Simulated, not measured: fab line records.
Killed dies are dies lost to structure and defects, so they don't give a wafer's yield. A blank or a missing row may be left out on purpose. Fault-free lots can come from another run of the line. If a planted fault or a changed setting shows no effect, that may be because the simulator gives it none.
fab line records	flow n5Finfet
record: lots: 5	wafers: 15	lastDay: 18
route steps=1938 shown PASSIVATION@1911
lots with no fault: from the same line, run without faults
startH: hours from the record's opening day to when the first of the lot's shown wafers began	waitH: hours elapsed since this lot's preceding step	" as in the row above	L1.1+2: several wafers, shown together as one row	- either no value or no given start	* or withheld: withheld	< > ~ a bound
route shown NAME@n: a module of which the file shows steps, and the number in the route of the first	usual: the fault-free wafers' mean and standard deviation	same: alike in all rows	chamber/n: place in a boat	sites: readings site by site	_std_site: standard deviation across them	_edge_site: inner sites' mean taken away from outer sites' mean	radiusMm: for every site, how far away it sits from the centre of the wafer	mask NAME#n: copy n	behind: tool/chamber where the wafer was last shaped	hold: the reason the lot was held/the length of the hold in hours/how it ended	device: transistor that didn't switch, given as n, p or np	end of line: at the end of the route, the tests of the same wafers	a step with no rows: only its recipe	killed: not the wafer's yield, but the dies lost to structure and defects at the first sort	map: per-die view of a wafer (x killed, . not killed, _ where there is no die)
set.NAME: the setting the step ran with; set.NAME@STEP: the setting that earlier step ran with	model.NAME: the simulator's own value behind a step, which no gauge read
lots seen at some steps along the route; tables by step, rows by wafer
services: when a tool's chamber went out of use (startH, in hours from the record's first day, below 0 if earlier), for how many hours, and the reason
== steps ==
step: N5_PASSIVATION_STRIP_34
recipe: chemistry: O2	powerW: 600	tempC: 60	pressureMtorr: 30	rfFrequencyHz: 6e+07	biasPowerW: 0	overashFraction: 2	o2FlowSccm: 225
usual: drypumpMotorCurrentA: 5.5/0.35	oesProductAu: 0.81/0.077	rfVppV: 3.8/1.6	showerheadPlenumPTorr: 2.11/0.057	throttleValvePct: 16.66/0.16
lot.wafer	tool	chamber	startH	waitH	drypumpMotorCurrentA	oesProductAu	rfHoursCounterH	rfVppV	showerheadPlenumPTorr	throttleValvePct
L082.1	rieDiel-01	0	338.56	0.1	5.3	0.81	107	1.9	2.20	16.48
L082.3	"	2	"	"	6.1	0.82	104	6.7	2.21	16.58
L082.6	"	3	"	"	5.7	0.84	-	4.5	2.03	16.59
L084.1	rieDiel-01	1	338.94	0.1	5.9	0.93	14	0.7	2.14	16.33
L084.5	"	3	"	"	5.7	0.81	-	4.7	2.03	16.59
L084.6	"	2	"	"	6.1	0.82	-	2.2	2.21	16.55
L085.4	rieDiel-01	1	352.31	0.4	5.9	0.95	19	3.2	2.13	16.36
L085.5	"	1	"	"	5.9	0.92	-	4.0	2.13	16.36
L085.6	"	0	"	"	5.3	0.82	-	3.5	2.19	16.51
L092.1	rieDiel-01	2	381.59	0.1	6.0	0.79	117	5.3	2.21	16.58
L092.3	"	3	"	"	5.7	0.83	105	7.4	2.03	16.60
L092.4	"	1	"	"	5.9	0.89	30	3.0	2.13	16.43
L097.2	rieDiel-01	3	422.87	0.1	5.7	0.77	121	3.4	2.02	16.64
L097.4	"	0	"	"	5.3	0.78	137	2.0	2.18	16.55
L097.5	"	1	"	"	5.9	0.87	-	4.9	2.13	16.38
step: N5_PASSIVATION_STRIP_51
recipe: chemistry: postEtchResidueRemover	timeS: 1200	tempC: 72.5
usual: bathHeatDutyPct: 14.0/1.5
lot.wafer	tool	chamber	startH	waitH	bathHeatDutyPct
L082.1	wetBench-06	1	338.63	-	12.5
L082.3	"	7	"	"	14.4
L082.6	"	6	"	"	13.4
L084.1	wetBench-06	4	339.03	-	15.1
L084.5	"	5	"	"	14.6
L084.6	"	0	"	"	14.0
L085.4	wetBench-05	7	352.39	-	16.7
L085.5	"	1	"	"	14.1
L085.6	"	3	"	"	13.6
L092.1	wetBench-06	2	381.66	-	14.3
L092.3	"	1	"	"	11.0
L092.4	"	0	"	"	14.8
L097.2	wetBench-03	0	422.94	-	12.7
L097.4	"	6	"	"	17.8
L097.5	"	5	"	"	12.9
step: N5_PASSIVATION_CLEAN_69
recipe: chemistry: IPA	timeS: 180	tempC: 25
usual: bathHeatDutyPct: 6.1/0.76
lot.wafer	tool	chamber	startH	waitH	bathHeatDutyPct
L082.1	wetBench-06	1	338.96	0.0	5.8
L082.3	"	7	"	"	7.2
L082.6	"	6	"	"	5.8
L084.1	wetBench-06	4	339.37	0.0	7.2
L084.5	"	5	"	"	6.3
L084.6	"	0	"	"	7.1
L085.4	wetBench-05	7	352.72	0.0	6.5
L085.5	"	1	"	"	5.5
L085.6	"	3	"	"	5.4
L092.1	wetBench-06	2	381.99	0.0	6.6
L092.3	"	1	"	"	4.8
L092.4	"	0	"	"	5.9
L097.2	wetBench-03	0	423.61	0.0	5.6
L097.4	"	6	"	"	6.9
L097.5	"	5	"	"	6.3
step: N5_PASSIVATION_SRD_70
recipe: dry: ipaMarangoni	timeS: 30	tempC: 23	rinseLiquid: diw
usual: bathHeatDutyPct: 3.5/0.51
lot.wafer	tool	chamber	startH	waitH	bathHeatDutyPct
L082.1	wetBench-06	1	339.02	0.0	2.7
L082.3	"	7	"	"	3.7
L082.6	"	6	"	"	3.4
L084.1	wetBench-06	4	339.42	0.0	4.6
L084.5	"	5	"	"	3.7
L084.6	"	0	"	"	4.7
L085.4	wetBench-05	7	352.78	0.0	3.5
L085.5	"	1	"	"	3.4
L085.6	"	3	"	"	2.5
L092.1	wetBench-06	2	382.04	0.0	3.9
L092.3	"	1	"	"	2.8
L092.4	"	0	"	"	3.8
L097.2	wetBench-03	0	423.71	0.0	3.0
L097.4	"	6	"	"	4.3
L097.5	"	5	"	"	3.2
step: N5_PASSIVATION_PECVD_53
recipe: material: SiO2	targetThkA: 8000	tempC: 400	precursor: TEOS/O2	pressureTorr: 6.5	rfW: withheld	teosFlowSccm: withheld	gas: O2	flowSccm: 2650	timeS: 169.4
lot.wafer	tool	chamber	startH	waitH
L082.1+3+6	pecvd-01	1,0,0	339.06	0.0
L084.1+5+6	pecvd-01	1,1,2	339.47	0.0
L085.4+5+6	pecvd-01	1,0,2	352.88	0.1
L092.1+3+4	pecvd-04	1,0,1	382.09	0.0
L097.2+4+5	pecvd-01	2,2,0	423.78	0.0
step: N5_PASSIVATION_PECVD_35
recipe: material: SiNx	targetThkA: 7000	tempC: 400	precursor: SiH4/NH3/N2	pressureTorr: 4.9	rfW: 1406	timeS: 151.3
usual: heaterPowerW: 338/110	showerheadPlenumPTorr: 8.66/0.042	throttleValvePct: 29.4/1.3
lot.wafer	tool	chamber	startH	waitH	heaterPowerW	showerheadPlenumPTorr	throttleValvePct
L082.1	pecvd-01	1	339.17	0.1	320	8.67	29.7
L082.3	"	0	"	"	329	8.62	27.3
L082.6	"	0	"	"	351	8.60	27.4
L084.1	pecvd-01	1	339.58	0.1	261	8.68	30.1
L084.5	"	1	"	"	295	8.66	29.9
L084.6	"	2	"	"	163	8.66	29.2
L085.4	pecvd-01	1	352.99	0.1	327	8.68	29.9
L085.5	"	0	"	"	239	8.59	27.6
L085.6	"	2	"	"	234	8.66	29.2
L092.1	pecvd-04	1	382.25	0.1	265	8.73	30.2
L092.3	"	0	"	"	413	8.76	29.2
L092.4	"	1	"	"	310	8.74	29.9
L097.2	pecvd-01	2	423.89	0.1	182	8.66	29.6
L097.4	"	2	"	"	223	8.67	29.8
L097.5	"	0	"	"	342	8.60	27.7
step: N5_PASSIVATION_HMDS_37
recipe: timeS: 60	tempC: 120
usual: exhaustPa: 45.0/0.84
lot.wafer	tool	chamber	startH	waitH	exhaustPa
L082.1	lithoTrack-01	0	339.31	0.1	45.2
L082.3	"	0	"	"	44.4
L082.6	"	0	"	"	45.8
L084.1	lithoTrack-01	0	339.71	0.1	44.5
L084.5	"	0	"	"	44.6
L084.6	"	0	"	"	44.2
L085.4	lithoTrack-01	0	353.07	0.0	44.4
L085.5	"	0	"	"	44.9
L085.6	"	0	"	"	44.2
L092.1	lithoTrack-04	0	382.45	0.1	45.2
L092.3	"	0	"	"	43.8
L092.4	"	0	"	"	44.0
L097.2	lithoTrack-01	0	424.03	0.1	44.6
L097.4	"	0	"	"	45.3
L097.5	"	0	"	"	46.0
step: N5_PASSIVATION_COAT_38
recipe: spinRpm: 3000	resistThkNm: withheld
usual: exhaustPa: 45.0/0.92
lot.wafer	tool	chamber	startH	waitH	exhaustPa
L082.1	lithoTrack-01	0	-	-	45.1
L082.3	"	0	"	"	45.8
L082.6	"	0	"	"	46.3
L084.1	lithoTrack-01	0	-	-	45.7
L084.5	"	0	"	"	44.9
L084.6	"	0	"	"	44.1
L085.4	lithoTrack-01	0	-	-	45.0
L085.5	"	0	"	"	46.7
L085.6	"	0	"	"	44.8
L092.1	lithoTrack-04	0	-	-	44.3
L092.3	"	0	"	"	45.4
L092.4	"	0	"	"	44.1
L097.2	lithoTrack-01	0	-	-	44.9
L097.4	"	0	"	"	45.4
L097.5	"	0	"	"	46.2
step: N5_PASSIVATION_EBR_40
recipe: solvent: PGMEA	ebrWidthMm: 1.5
usual: exhaustPa: 45.1/0.91
same: ebrWidthMm: 1.5
lot.wafer	tool	chamber	startH	waitH	exhaustPa
L082.1	lithoTrack-01	0	-	-	46.0
L082.3	"	0	"	"	43.5
L082.6	"	0	"	"	46.4
L084.1	lithoTrack-01	0	-	-	43.7
L084.5	"	0	"	"	44.5
L084.6	"	0	"	"	44.4
L085.4	lithoTrack-01	0	-	-	46.4
L085.5	"	0	"	"	46.3
L085.6	"	0	"	"	45.9
L092.1	lithoTrack-04	0	-	-	44.3
L092.3	"	0	"	"	44.8
L092.4	"	0	"	"	45.6
L097.2	lithoTrack-01	0	-	-	44.8
L097.4	"	0	"	"	46.0
L097.5	"	0	"	"	46.2
step: N5_PASSIVATION_SOFTBAKE_39
recipe: tempC: 110	timeS: 120
usual: exhaustPa: 44.8/0.83
lot.wafer	tool	chamber	startH	waitH	exhaustPa
L082.1	lithoTrack-01	0	-	-	43.8
L082.3	"	0	"	"	44.6
L082.6	"	0	"	"	43.1
L084.1	lithoTrack-01	0	-	-	44.4
L084.5	"	0	"	"	44.8
L084.6	"	0	"	"	45.2
L085.4	lithoTrack-01	0	-	-	44.1
L085.5	"	0	"	"	44.9
L085.6	"	0	"	"	45.4
L092.1	lithoTrack-04	0	-	-	43.7
L092.3	"	0	"	"	44.8
L092.4	"	0	"	"	44.3
L097.2	lithoTrack-01	0	-	-	44.5
L097.4	"	0	"	"	45.3
L097.5	"	0	"	"	44.3
step: N5_PASSIVATION_EXPOSE_41
recipe: maskId: PASS_OPEN	na: 0.55	defocusNm: 0	sourceShape: conventional	sigmaOuter: 0.8	polarization: unpolarized	targetCdNm: 40000	doseMj: 57.25
lot.wafer	tool	chamber	startH	waitH	mask
L082.1+3+6	krfScanner-02	0	339.43	-	PASS_OPEN#0
L084.1+5+6	krfScanner-01	0	339.96	-	PASS_OPEN#0
L085.4+5+6	krfScanner-01	0	353.21	-	PASS_OPEN#0
L092.1+3+4	krfScanner-02	0	382.56	-	PASS_OPEN#0
L097.2+4+5	krfScanner-01	0	424.27	-	PASS_OPEN#0
step: N5_PASSIVATION_PEB_42
recipe: pebTempC: withheld	pebTimeS: *
usual: exhaustPa: 45.0/0.91
lot.wafer	tool	chamber	startH	waitH	exhaustPa
L082.1	lithoTrack-01	0	339.49	0.1	45.6
L082.3	"	0	"	"	44.2
L082.6	"	0	"	"	43.7
L084.1	lithoTrack-01	0	340.02	0.1	46.1
L084.5	"	0	"	"	45.2
L084.6	"	0	"	"	45.3
L085.4	lithoTrack-03	0	353.25	0.0	43.4
L085.5	"	0	"	"	43.0
L085.6	"	0	"	"	43.9
L092.1	lithoTrack-01	0	382.62	0.1	44.8
L092.3	"	0	"	"	45.4
L092.4	"	0	"	"	44.6
L097.2	lithoTrack-01	0	424.33	0.0	47.6
L097.4	"	0	"	"	45.9
L097.5	"	0	"	"	46.2
step: N5_PASSIVATION_DEVELOP_43
recipe: developTimeS: 60	rinseLiquid: diw	dry: airSpin	devTempC: 21
usual: exhaustPa: 45.1/0.87
lot.wafer	tool	chamber	startH	waitH	exhaustPa
L082.1	lithoTrack-01	0	-	-	45.3
L082.3	"	0	"	"	45.6
L082.6	"	0	"	"	45.4
L084.1	lithoTrack-01	0	-	-	44.3
L084.5	"	0	"	"	44.0
L084.6	"	0	"	"	44.1
L085.4	lithoTrack-03	0	-	-	44.0
L085.5	"	0	"	"	44.2
L085.6	"	0	"	"	46.9
L092.1	lithoTrack-01	0	-	-	45.1
L092.3	"	0	"	"	45.4
L092.4	"	0	"	"	46.4
L097.2	lithoTrack-01	0	-	-	45.2
L097.4	"	0	"	"	43.7
L097.5	"	0	"	"	44.6
step: N5_PASSIVATION_HARDBAKE_45
recipe: tempC: 130	timeS: 120
usual: exhaustPa: 45.0/0.88
lot.wafer	tool	chamber	startH	waitH	exhaustPa
L082.1	lithoTrack-01	0	-	-	44.2
L082.3	"	0	"	"	45.5
L082.6	"	0	"	"	44.9
L084.1	lithoTrack-01	0	-	-	45.0
L084.5	"	0	"	"	45.2
L084.6	"	0	"	"	45.7
L085.4	lithoTrack-03	0	-	-	45.1
L085.5	"	0	"	"	45.6
L085.6	"	0	"	"	46.0
L092.1	lithoTrack-01	0	-	-	44.9
L092.3	"	0	"	"	47.2
L092.4	"	0	"	"	43.1
L097.2	lithoTrack-01	0	-	-	45.3
L097.4	"	0	"	"	46.6
L097.5	"	0	"	"	45.0
step: N5_PASSIVATION_CD_MEAS_44
recipe: targetCdNm: 40000	landingEnergyEv: 500	detector: seInlens
usual: cdNm: 40000/2.8
lot.wafer	tool	chamber	startH	waitH	cdNm
L082.1	cdSem-02	0	339.61	-	39995
L082.3	"	0	"	"	39997
L082.6	"	0	"	"	39993
L084.1	cdSem-01	0	340.13	-	39997
L084.5	"	0	"	"	39996
L084.6	"	0	"	"	39996
L085.4	cdSem-02	0	353.38	-	40006
L085.5	"	0	"	"	40002
L085.6	"	0	"	"	40002
L092.1	cdSem-01	0	382.74	-	39999
L092.3	"	0	"	"	39999
L092.4	"	0	"	"	39997
L097.2	cdSem-02	0	424.45	-	40003
L097.4	"	0	"	"	40000
L097.5	"	0	"	"	40001
step: N5_PASSIVATION_OVL_MEAS_66
recipe: pointsPerWafer: 44
usual: PASS_OPEN_OVL: -3/5.3
lot.wafer	tool	chamber	startH	waitH	PASS_OPEN_OVL[nm]
L082.1	overlay-02	0	339.64	0.0	-5
L082.3	"	0	"	"	-6
L082.6	"	0	"	"	-4
L084.1	overlay-01	0	340.17	0.0	-8
L084.5	"	0	"	"	-3
L084.6	"	0	"	"	-9
L085.4	overlay-01	0	353.40	0.0	10
L085.5	"	0	"	"	7
L085.6	"	0	"	"	-1
L092.1	overlay-01	0	382.77	0.0	-3
L092.3	"	0	"	"	1
L092.4	"	0	"	"	1
L097.2	overlay-01	0	424.48	0.0	-16
L097.4	"	0	"	"	-17
L097.5	"	0	"	"	-12
step: N5_PASSIVATION_INSPECT_67
recipe: mode: adi	inspectInstrument: macro
usual: rawDefectCount: 2.0/1.4
lot.wafer	tool	chamber	startH	waitH	rawDefectCount
L082.1	defectInspect-02	-	339.66	0.0	1
L082.3	"	-	"	"	0
L082.6	"	-	"	"	1
L084.1	defectInspect-02	-	340.19	0.0	1
L084.5	"	-	"	"	3
L084.6	"	-	"	"	4
L085.4	defectInspect-02	-	353.43	0.0	1
L085.5	"	-	"	"	2
L085.6	"	-	"	"	2
L092.1	defectInspect-02	-	382.80	0.0	2
L092.3	"	-	"	"	4
L092.4	"	-	"	"	3
L097.2	defectInspect-01	-	424.50	0.0	1
L097.4	"	-	"	"	3
L097.5	"	-	"	"	3
step: N5_PASSIVATION_DESCUM_46
recipe: chemistry: O2	timeS: 7.9	sourcePowerW: 50	biasPowerW: 20	pressureMtorr: 20	rfFrequencyHz: 2.712e+07	tempC: 40	o2FlowSccm: 225
usual: drypumpMotorCurrentA: 5.5/0.41	oesProductAu: 0.81/0.079	rfVppV: 243.4/1.3	showerheadPlenumPTorr: 2.11/0.058	throttleValvePct: 20.42/0.18
lot.wafer	tool	chamber	startH	waitH	drypumpMotorCurrentA	oesProductAu	rfHoursCounterH	rfVppV	showerheadPlenumPTorr	throttleValvePct
L082.1	rieDiel-01	2	339.69	0.0	6.1	0.80	104	245.5	2.21	20.37
L082.3	"	0	"	"	5.3	0.80	107	244.2	2.19	20.25
L082.6	"	1	"	"	5.9	0.92	-	244.2	2.13	20.11
L084.1	rieDiel-04	2	340.34	0.1	5.4	0.80	123	242.7	2.11	20.55
L084.5	"	1	"	"	5.4	0.83	-	241.7	2.03	20.45
L084.6	"	0	"	"	5.8	0.93	-	242.4	2.05	20.29
L085.4	rieDiel-02	3	353.49	0.1	5.1	0.69	240	243.4	2.14	20.41
L085.5	"	1	"	"	4.7	0.76	-	242.9	2.09	20.76
L085.6	"	2	"	"	5.5	0.68	-	242.9	2.07	20.49
L092.1	rieDiel-01	0	382.83	0.0	5.3	0.79	123	244.3	2.19	20.25
L092.3	"	2	"	"	6.1	0.79	118	244.3	2.20	20.37
L092.4	"	3	"	"	5.7	0.80	106	241.6	2.02	20.36
L097.2	rieDiel-02	0	424.61	0.1	5.6	0.85	61	243.9	2.13	20.64
L097.4	"	1	"	"	4.7	0.74	-	244.2	2.08	20.75
L097.5	"	0	"	"	5.7	0.85	-	242.3	2.13	20.63
step: N5_PASSIVATION_PASS_ETCH_47
recipe: chemistry: CF4/O2	target: SiNx	targetDepthA: 7700	timeS: 385	ionEnergyEv: 100	pressureMtorr: 40	sourceW: 535	biasW: 49	Ar_flow_sccm: 100	cf4FlowSccm: 100	O2_flow_sccm: 10
usual: drypumpMotorCurrentA: 5.5/0.41	oesProductAu: 0.82/0.074	rfVppV: 241/3.4	showerheadPlenumPTorr: 2.22/0.057	throttleValvePct: 15.85/0.19
lot.wafer	tool	chamber	startH	waitH	drypumpMotorCurrentA	oesProductAu	rfHoursCounterH	rfVppV	showerheadPlenumPTorr	throttleValvePct
L082.1	rieDiel-01	2	339.73	0.0	6.1	0.81	104	244	2.30	15.69
L082.3	"	0	"	"	5.3	0.81	107	249	2.31	15.73
L082.6	"	1	"	"	5.9	0.94	-	243	2.25	15.55
L084.1	rieDiel-04	2	340.37	0.0	5.4	0.80	123	236	2.22	15.95
L084.5	"	1	"	"	5.4	0.81	-	236	2.15	15.87
L084.6	"	0	"	"	5.8	0.92	-	237	2.16	15.68
L085.4	rieDiel-02	3	353.52	0.0	5.1	0.69	240	242	2.26	15.99
L085.5	"	1	"	"	4.7	0.77	-	239	2.20	16.19
L085.6	"	2	"	"	5.5	0.69	-	245	2.17	15.92
L092.1	rieDiel-01	0	382.86	0.0	5.3	0.80	123	248	2.30	15.75
L092.3	"	2	"	"	6.1	0.80	118	243	2.30	15.72
L092.4	"	3	"	"	5.7	0.80	106	238	2.13	15.80
L097.2	rieDiel-02	0	424.65	0.0	5.6	0.85	61	241	2.23	16.01
L097.4	"	1	"	"	4.7	0.73	-	239	2.19	16.25
L097.5	"	0	"	"	5.7	0.84	-	241	2.23	16.00
step: N5_PASSIVATION_ETCH_54
recipe: chemistry: CHF3/O2	target: SiO2	targetDepthA: 8800	CHF3_flow_sccm: 50	O2_flow_sccm: 5	Ar_flow_sccm: 200	timeS: 440	maskMaterial: PR	pressureMtorr: 30	sourceW: 650	biasW: 170	ionEnergyEv: 200
usual: CHF3_flow_sccm: 50.02/0.14	drypumpMotorCurrentA: 5.5/0.41	oesProductAu: 0.82/0.074	rfVppV: 525/7.4	showerheadPlenumPTorr: 2.43/0.065	throttleValvePct: 18.79/0.18
lot.wafer	tool	chamber	startH	waitH	CHF3_flow_sccm	drypumpMotorCurrentA	oesProductAu	rfHoursCounterH	rfVppV	showerheadPlenumPTorr	throttleValvePct
L082.1	rieDiel-01	2	339.96	0.1	49.93	6.1	0.81	104	532	2.52	18.67
L082.3	"	0	"	"	50.08	5.3	0.81	108	539	2.52	18.63
L082.6	"	1	"	"	49.96	5.9	0.93	-	526	2.46	18.54
L084.1	rieDiel-04	2	340.60	0.1	50.12	5.4	0.80	123	514	2.42	18.89
L084.5	"	1	"	"	49.87	5.4	0.82	-	512	2.34	18.78
L084.6	"	0	"	"	49.90	5.8	0.92	-	520	2.36	18.61
L085.4	rieDiel-02	3	353.75	0.1	49.99	5.1	0.69	241	527	2.48	18.89
L085.5	"	1	"	"	50.41	4.7	0.76	-	524	2.41	19.14
L085.6	"	2	"	"	49.98	5.5	0.68	-	534	2.37	18.83
L092.1	rieDiel-01	0	383.09	0.1	49.91	5.3	0.80	123	539	2.52	18.66
L092.3	"	2	"	"	49.73	6.1	0.79	118	532	2.52	18.67
L092.4	"	3	"	"	50.05	5.7	0.79	106	517	2.33	18.73
L097.2	rieDiel-02	0	424.88	0.1	49.55	5.6	0.84	61	525	2.43	18.92
L097.4	"	1	"	"	50.06	4.7	0.73	-	522	2.40	19.19
L097.5	"	0	"	"	50.21	5.7	0.85	-	523	2.43	18.92
step: N5_PASSIVATION_STRIP_48
recipe: chemistry: O2	powerW: 600	tempC: 60	pressureMtorr: 30	rfFrequencyHz: 6e+07	biasPowerW: 0	overashFraction: 0.5	o2FlowSccm: 225
usual: drypumpMotorCurrentA: 5.5/0.41	oesProductAu: 0.82/0.077	rfVppV: 3.6/2.3	showerheadPlenumPTorr: 2.12/0.057	throttleValvePct: 16.66/0.19
lot.wafer	tool	chamber	startH	waitH	drypumpMotorCurrentA	oesProductAu	rfHoursCounterH	rfVppV	showerheadPlenumPTorr	throttleValvePct
L082.1	rieDiel-01	2	340.25	0.1	6.2	0.81	104	0.7	2.21	16.60
L082.3	"	0	"	"	5.3	0.79	108	7.2	2.20	16.45
L082.6	"	1	"	"	5.9	0.91	-	1.9	2.13	16.32
L084.1	rieDiel-04	2	340.89	0.1	5.4	0.82	123	2.7	2.12	16.74
L084.5	"	1	"	"	5.4	0.83	-	1.2	2.04	16.70
L084.6	"	0	"	"	5.8	0.91	-	2.5	2.06	16.47
L085.4	rieDiel-02	3	354.04	0.1	5.1	0.68	241	4.8	2.15	16.71
L085.5	"	1	"	"	4.6	0.76	-	3.0	2.09	17.00
L085.6	"	2	"	"	5.5	0.70	-	2.6	2.07	16.80
L092.1	rieDiel-01	0	383.38	0.1	5.3	0.78	123	4.7	2.19	16.56
L092.3	"	2	"	"	6.1	0.81	118	11.8	2.21	16.61
L092.4	"	3	"	"	5.7	0.78	106	0.6	2.02	16.68
L097.2	rieDiel-02	0	425.17	0.1	5.6	0.82	62	6.8	2.13	16.90
L097.4	"	1	"	"	4.7	0.70	-	2.3	2.08	17.06
L097.5	"	0	"	"	5.6	0.86	-	1.1	2.13	16.76
step: N5_PASSIVATION_STRIP_52
recipe: chemistry: postEtchResidueRemover	timeS: 1200	tempC: 72.5
usual: bathHeatDutyPct: 14.2/1.5
lot.wafer	tool	chamber	startH	waitH	bathHeatDutyPct
L082.1	wetBench-06	6	340.31	-	14.8
L082.3	"	0	"	"	14.1
L082.6	"	2	"	"	15.4
L084.1	wetBench-06	1	340.95	-	12.8
L084.5	"	2	"	"	15.6
L084.6	"	0	"	"	15.7
L085.4	wetBench-03	7	354.11	-	14.3
L085.5	"	5	"	"	12.9
L085.6	"	2	"	"	12.1
L092.1	wetBench-03	3	383.45	-	16.2
L092.3	"	2	"	"	12.4
L092.4	"	0	"	"	12.3
L097.2	wetBench-05	2	425.23	-	14.6
L097.4	"	1	"	"	13.3
L097.5	"	3	"	"	12.0
step: N5_PASSIVATION_CLEAN_71
recipe: chemistry: IPA	timeS: 180	tempC: 25
usual: bathHeatDutyPct: 6.1/0.72
lot.wafer	tool	chamber	startH	waitH	bathHeatDutyPct
L082.1	wetBench-06	6	340.65	0.0	6.3
L082.3	"	0	"	"	6.1
L082.6	"	2	"	"	6.9
L084.1	wetBench-06	1	341.29	0.0	5.3
L084.5	"	2	"	"	6.5
L084.6	"	0	"	"	6.6
L085.4	wetBench-03	7	354.47	0.0	6.2
L085.5	"	5	"	"	4.9
L085.6	"	2	"	"	5.6
L092.1	wetBench-03	3	383.78	0.0	7.0
L092.3	"	2	"	"	4.7
L092.4	"	0	"	"	5.0
L097.2	wetBench-05	2	425.60	0.0	6.6
L097.4	"	1	"	"	6.0
L097.5	"	3	"	"	4.8
step: N5_PASSIVATION_SRD_72
recipe: dry: ipaMarangoni	timeS: 30	tempC: 23	rinseLiquid: diw
usual: bathHeatDutyPct: 3.5/0.52
lot.wafer	tool	chamber	startH	waitH	bathHeatDutyPct
L082.1	wetBench-06	6	340.70	0.0	3.9
L082.3	"	0	"	"	3.2
L082.6	"	2	"	"	3.0
L084.1	wetBench-06	1	341.34	0.0	2.8
L084.5	"	2	"	"	3.6
L084.6	"	0	"	"	3.6
L085.4	wetBench-03	7	354.53	0.0	3.8
L085.5	"	5	"	"	3.0
L085.6	"	2	"	"	3.1
L092.1	wetBench-03	3	383.83	0.0	3.9
L092.3	"	2	"	"	2.8
L092.4	"	0	"	"	2.5
L097.2	wetBench-05	2	425.65	0.0	3.3
L097.4	"	1	"	"	3.1
L097.5	"	3	"	"	3.1
step: N5_PASSIVATION_ANNEAL_56
recipe: tempC: 400	timeS: 1800	ambient: FGA	idleTempC: 300	rampUpCPerMin: 5	rampDownCPerMin: 3
usual: zonePowerTopPct: 9.6/0.76	zonePowerUpperPct: 5.2/0.6
lot.wafer	tool	chamber	startH	waitH	zonePowerTopPct	zonePowerUpperPct
L082.1	furnace-02	0	340.74	0.0	10.7	4.7
L082.3	"	0	"	"	10.5	4.6
L082.6	"	0	"	"	10.6	4.6
L084.1	furnace-01	0	342.00	0.6	8.9	5.9
L084.5	"	0	"	"	8.9	5.8
L084.6	"	0	"	"	8.9	5.8
L085.4	furnace-02	0	354.58	0.0	10.7	4.6
L085.5	"	0	"	"	10.4	4.6
L085.6	"	0	"	"	10.6	4.7
L092.1	furnace-02	0	383.88	0.0	10.4	4.6
L092.3	"	0	"	"	10.5	4.6
L092.4	"	0	"	"	10.7	4.7
L097.2	furnace-01	0	425.70	0.0	8.8	5.9
L097.4	"	0	"	"	8.9	6.0
L097.5	"	0	"	"	8.8	5.9
== services ==
tool	chamber	startH	hours	kind
krfScanner-02	-	315.73	1.3	pm
pecvd-04	0	319.67	12.2	repair
krfScanner-02	0	325.79	-	calibration
krfScanner-02	-	328.61	1.0	pm
krfScanner-01	-	329.61	1.3	pm
pecvd-01	-	330.68	2.8	pm
rieDiel-01	0	331.37	1.3	repair
rieDiel-01	-	334.23	0.9	repair
wetBench-03	-	336.11	3.2	repair
krfScanner-01	-	346.28	4.4	pm
wetBench-05	-	357.02	2.0	repair
rieDiel-02	3	377.10	7.1	repair
pecvd-04	2	378.72	11.0	repair
lithoTrack-01	-	385.03	-	consumableReplace:filter
rieDiel-02	3	390.12	-	clean
rieDiel-02	3	390.12	-	consumableReplace:focusRing
rieDiel-02	3	390.12	21.2	scheduledDown
rieDiel-02	3	390.12	21.2	ventCycle
krfScanner-01	-	402.23	0.8	pm
krfScanner-02	-	403.19	3.6	pm
rieDiel-01	0	404.24	1.7	repair
krfScanner-01	-	406.27	0.7	repair
pecvd-01	1	415.72	5.0	scheduledDown
rieDiel-04	0	422.13	5.4	repair
== key ==
fault none
